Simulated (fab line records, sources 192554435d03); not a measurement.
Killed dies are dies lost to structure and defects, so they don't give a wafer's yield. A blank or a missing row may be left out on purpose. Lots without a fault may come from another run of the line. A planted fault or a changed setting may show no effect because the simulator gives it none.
Which tool did it? | flow n5_finfet | 11 lots, 29 wafers sampled, at 2 steps of a route of 1938

WHAT THE GAUGES READ, wafer by wafer
N5_MIM_BOT_LITHO_INSPECT_12: inspects for defects (macro).
lot  | measured     | on                | raw_defect_count
L944 | day 11 22:44 | defect_inspect-01 | 3 3 1
L945 | day 12 09:34 | defect_inspect-02 | 2 2
L943 | day 12 10:03 | defect_inspect-01 | 4 2
L946 | day 13 03:13 | defect_inspect-01 | 1 2 3
L948 | day 13 07:27 | defect_inspect-02 | 2 1 1
L952 | day 14 23:37 | defect_inspect-01 | 3 1 6
L956 | day 15 05:35 | defect_inspect-01 | 6 2 3
L960 | day 16 05:02 | defect_inspect-02 | 1 1 0
L964 | day 17 10:13 | defect_inspect-01 | 0 4
L966 | day 17 23:37 | defect_inspect-02 | 6 3 3
L965 | day 17 23:40 | defect_inspect-01 | 1 5

WHICH TOOL RAN EACH LOT (tool, then ch and the chambers of the sampled wafers, then the start)
lot  | N5_MIM_BOT_DEGAS_01
L944 | pvd_sputter-03, day 11 19:22
L945 | pvd_sputter-02, day 12 06:09
L943 | pvd_sputter-01, day 12 07:34
L946 | pvd_sputter-02, day 13 00:43
L948 | pvd_sputter-02, day 13 04:43
L952 | pvd_sputter-01, day 14 20:20
L956 | pvd_sputter-01, day 15 00:32
L960 | pvd_sputter-03, day 16 01:31
L964 | pvd_sputter-01, day 17 08:23
L966 | pvd_sputter-03, day 17 17:31
L965 | pvd_sputter-03, day 17 17:40
- N5_MIM_BOT_DEGAS_01: time 60 s.

WHAT THE TOOLS THEMSELVES READ (means of the sampled wafers that have a number; where no wafer has one, the mark that the record gives instead)
N5_MIM_BOT_DEGAS_01.
lot  | tool           | heater_power_w (W)
L944 | pvd_sputter-03 | 492
L945 | pvd_sputter-02 | 413
L943 | pvd_sputter-01 | 488
L946 | pvd_sputter-02 | 420
L948 | pvd_sputter-02 | 435
L952 | pvd_sputter-01 | 458
L956 | pvd_sputter-01 | 449
L960 | pvd_sputter-03 | 493
L964 | pvd_sputter-01 | 468
L966 | pvd_sputter-03 | 466
L965 | pvd_sputter-03 | 479

THE ANSWER, worked out from the rows above alone
Rule: what is usual is taken from the lots themselves. Put in order of their means at a reading, lots are off if they are a third of the lots or fewer, leave a main group of 4 or more, and stand apart from it by a gap of 3 or more times the standard deviation of the main group's means; of several such gaps the widest counts. A main group whose means are all the same, to the digits that the tables above print for the reading, isn't used. A lot without any number at a reading at which 4 lots or more have one is off too. The other lots that the step has rows for count as sound. The gauges are gone through in route order, then the tools' own readings, and for those a lot's mean is taken as printed above. The first step at which some lot is off is used, and at that step the reading that is off furthest; a lot without a number counts as furthest.
No lot is off at any reading shown: from this, nothing can be told.

WHAT THE SIMULATOR HAD PUT IN
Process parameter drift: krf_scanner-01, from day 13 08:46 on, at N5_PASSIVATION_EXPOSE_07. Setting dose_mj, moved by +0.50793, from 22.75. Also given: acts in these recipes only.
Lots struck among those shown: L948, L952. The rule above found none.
